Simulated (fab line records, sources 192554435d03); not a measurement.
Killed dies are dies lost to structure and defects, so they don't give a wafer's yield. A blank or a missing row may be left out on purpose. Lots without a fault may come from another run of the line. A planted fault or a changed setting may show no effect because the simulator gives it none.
Chamber matching | flow n5_finfet | N5_GATE_CUT_PECVD_57 on pecvd-01: 3 sister chambers
The step deposits SiNx from SiH4/NH3/N2, target thk 21 nm. 6 wafers are shown with their chamber, then 8 later ones without.

WAFERS WITH THEIR CHAMBER
wafer  | chamber | showerhead_plenum_p_Torr (Torr) | throttle_valve_pct (%)
L081.3 | 0       | 5.12                            | 39.9
L090.1 | 0       | 5.13                            | 40.1
L091.2 | 1       | 5.18                            | 41.2
L091.3 | 2       | 5.26                            | 39.1
L091.4 | 2       | 5.26                            | 39.2
L093.2 | 1       | 5.17                            | 41.1

WAFERS WITHOUT THEIR CHAMBER
wafer  | showerhead_plenum_p_Torr (Torr) | throttle_valve_pct (%)
L093.4 | 5.26                            | 39.2
L093.6 | 5.14                            | 40.1
L096.1 | 5.18                            | 41.0
L096.2 | 5.12                            | 40.1
L096.3 | 5.19                            | 41.5
L097.1 | 5.18                            | 41.1
L097.4 | 5.12                            | 40.0
L097.5 | 5.13                            | 40.4

WHICH CHAMBER EACH WENT THROUGH
wafer  | from the rows above | in truth
L093.4 | 2                   | 2
L093.6 | 0                   | 0
L096.1 | 1                   | 1
L096.2 | 0                   | 0
L096.3 | 1                   | 1
L097.1 | 1                   | 1
L097.4 | 0                   | 0
L097.5 | 0                   | 0
Placed correctly: 8 of 8. Can't be placed from these rows: 0. Placed wrongly: 0.
How it was worked out, from the rows above alone: a wafer's distance from a chamber is the root of the sum, over the readings, of the square of ((its reading less the chamber's mean) divided by the reading's scatter). The wafer belongs to the nearest chamber; if the next one is less than 2 further off, it can't be placed. A chamber's mean is the mean of its shown wafers. The scatter: the root of (the sum of the squares of (reading less its chamber's mean) over the shown wafers, divided by (wafers less chambers)).
